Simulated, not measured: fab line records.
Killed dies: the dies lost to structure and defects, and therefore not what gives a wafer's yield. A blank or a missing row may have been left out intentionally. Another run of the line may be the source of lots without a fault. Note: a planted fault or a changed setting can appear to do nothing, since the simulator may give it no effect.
Split-lot study ; flow n5 finfet ; 21 wafers read across 7 lots, on a route 1938 steps long

== THE SPLIT ITSELF ==
At N5_BEOL_M4_EXPOSE_08 (exposes mask M4), the setting dose mj was moved away from the recipe's 41.25 on 4 of the 21 wafers read, by -6.9% to +3.7%. All remaining wafers had this setting at the recipe value.

== FROM THE SPLIT TO THE READING: what the file shows between them, 18 steps ==
- N5_BEOL_M4_PEB_09: peb time 60 s
- N5_BEOL_M4_DEVELOP_10: develop time 30 s
- N5_BEOL_M4_CD_MEAS_11: target cd 16.79 nm
- N5_BEOL_M4_DESCUM_16: chemistry O2, time 7 s
- N5_BEOL_M4_ETCH_74: etches underlayer in N2/H2, target depth 6.5 nm, time 5.2 s
- N5_BEOL_M4_ETCH_63: etches SiARC in CF4, target depth 15.6 nm, time 26 s
- N5_BEOL_M4_ETCH_64: etches SOC in N2/H2, target depth 75 nm, overetch 22.5 nm, time 121.9 s
- N5_BEOL_M4_STRIP_65: strips in N2/H2
- N5_BEOL_M4_STRIP_75: strips in N2/H2
- N5_BEOL_M4_STRIP_66: strips in CF4
- N5_BEOL_M4_HM_OPEN_17: chemistry Cl2/BCl3, target TiN, target depth 20 nm, overetch 6 nm
- N5_BEOL_M4_STRIP_19: strips in O2
- N5_BEOL_M4_CD_MEAS_18: pitch 36 nm, target cd 18 nm
- N5_BEOL_M4_TRENCH_ETCH_37: etches SiOC in C4F6/O2, target depth 55.555 nm, time 29.2 s (also split here: bias w)
- N5_BEOL_M4_ETCH_41: etches SiCN in CH3F/O2, target depth 29.9 nm, time 52.5 s
- N5_BEOL_M4_STRIP_97: strips in N2/H2, time 10 s
- N5_BEOL_M4_PRECLEAN_42: cleans in residue remover, time 60 s
- N5_BEOL_M4_SRD_43: time 30 s

== THE READING ==
cd nm, in nm, at N5_BEOL_M4_CD_MEAS_35 (target cd 18 nm, target cd y 22.4 nm). Fault-free wafers of this fab line usually give 18.0 nm, standard deviation 0.32 nm.

wafer;tool, chamber at the split;dose mj as run;against the recipe;cd nm, nm;against lot-mates on the recipe
L075.2;euv scanner-02, 0;41.25;recipe;18.0;-
L075.4;euv scanner-02, 0;41.25;recipe;17.6;-
L075.5;euv scanner-02, 0;41.25;recipe;17.5;-
L081.4;euv scanner-01, 0;41.25;recipe;17.8;-
L081.5;euv scanner-01, 0;41.25;recipe;18.3;-
L081.6;euv scanner-01, 0;41.25;recipe;18.0;-
L082.2;euv scanner-02, 0;41.25;recipe;18.0;-
L082.3;euv scanner-02, 0;38.42;-6.9%;16.4;-1.6
L082.6;euv scanner-02, 0;38.42;-6.9%;16.3;-1.7
L085.1;euv scanner-02, 0;41.25;recipe;18.3;-
L085.2;euv scanner-02, 0;41.25;recipe;17.8;-
L085.5;euv scanner-02, 0;41.25;recipe;18.1;-
L088.2;euv scanner-01, 0;41.25;recipe;17.4;-
L088.5;euv scanner-01, 0;42.64;+3.4%;18.2;+0.8
L088.6;euv scanner-01, 0;41.25;recipe;17.4;-
L093.2;euv scanner-02, 0;41.25;recipe;18.4;-
L093.4;euv scanner-02, 0;41.25;recipe;18.4;-
L093.6;euv scanner-02, 0;41.25;recipe;18.3;-
L095.1;euv scanner-02, 0;41.25;recipe;17.8;-
L095.3;euv scanner-02, 0;42.76;+3.7%;18.5;+0.6
L095.4;euv scanner-02, 0;41.25;recipe;18.0;-

FIT RESULTS
A straight line over all 21 wafers: cd nm changes by +0.206 nm for each +1% of dose mj; r = +0.84; the points scatter about the line by 0.33 nm.
The same after taking each lot's own level away (the mean of its wafers on the recipe; 21 wafers): +0.231 nm for each +1%; r = +0.96; scatter 0.16 nm.
Per that fit: largest dose mj move, reading shift of 1.6 nm.
Across the lots, their own levels run from 17.40 to 18.37 nm, a range of 3.0 times the standard deviation given above.
So the slope is not independent of the lot-to-lot level: the two fits are not the same.
Check: for one of the wafers moved furthest among these (-6.9%), held out of the fit, the line's prediction against its lot-mates is -1.6 nm. Against them it came out at -1.6 nm.

== ADDITIONAL SPLITS CARRIED BY THESE WAFERS ==
Note: prior to the reading, these wafers also went through further splits. Each is held against what the fit with the lots' levels taken away leaves over:
other split on the same wafers;wafers away from the commonest value;r with cd nm (lot level and that fit taken away)
N5_BEOL_M4_TRENCH_ETCH_37 bias w;5;-0.02

== THE WHOLE CHAIN: every reading that the file lists as answering this split, in the file's order ==
step;what it does;reading;change (the file's fit);r (the file's)
N5_BEOL_M4_CD_MEAS_11;target cd 16.79 nm;cd nm;+0.259 nm for each +1% of the setting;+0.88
N5_BEOL_M4_ETCH_74;etches underlayer in N2/H2, target depth 6.5 nm, time 5.2 s;BEOL_M4.cd offset nm (the simulator's own value, which no gauge read);+0.236 nm for each +1% of the setting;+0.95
N5_BEOL_M4_ETCH_64;etches SOC in N2/H2, target depth 75 nm, overetch 22.5 nm, time 121.9 s;BEOL_M4.cd offset nm (the simulator's own value, which no gauge read);+0.225 nm for each +1% of the setting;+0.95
N5_BEOL_M4_HM_OPEN_17;chemistry Cl2/BCl3, target TiN, target depth 20 nm, overetch 6 nm;BEOL_M4.cd offset nm (the simulator's own value, which no gauge read);+0.22 nm for each +1% of the setting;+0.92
N5_BEOL_M4_CD_MEAS_18;pitch 36 nm, target cd 18 nm;cd nm;+0.221 nm for each +1% of the setting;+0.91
N5_BEOL_M4_CD_MEAS_35;target cd 18 nm, target cd y 22.4 nm;cd nm;+0.219 nm for each +1% of the setting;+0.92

== FILE'S OWN FIT ==
cd nm changes by +0.219 nm for each +1% of dose mj, r = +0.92.
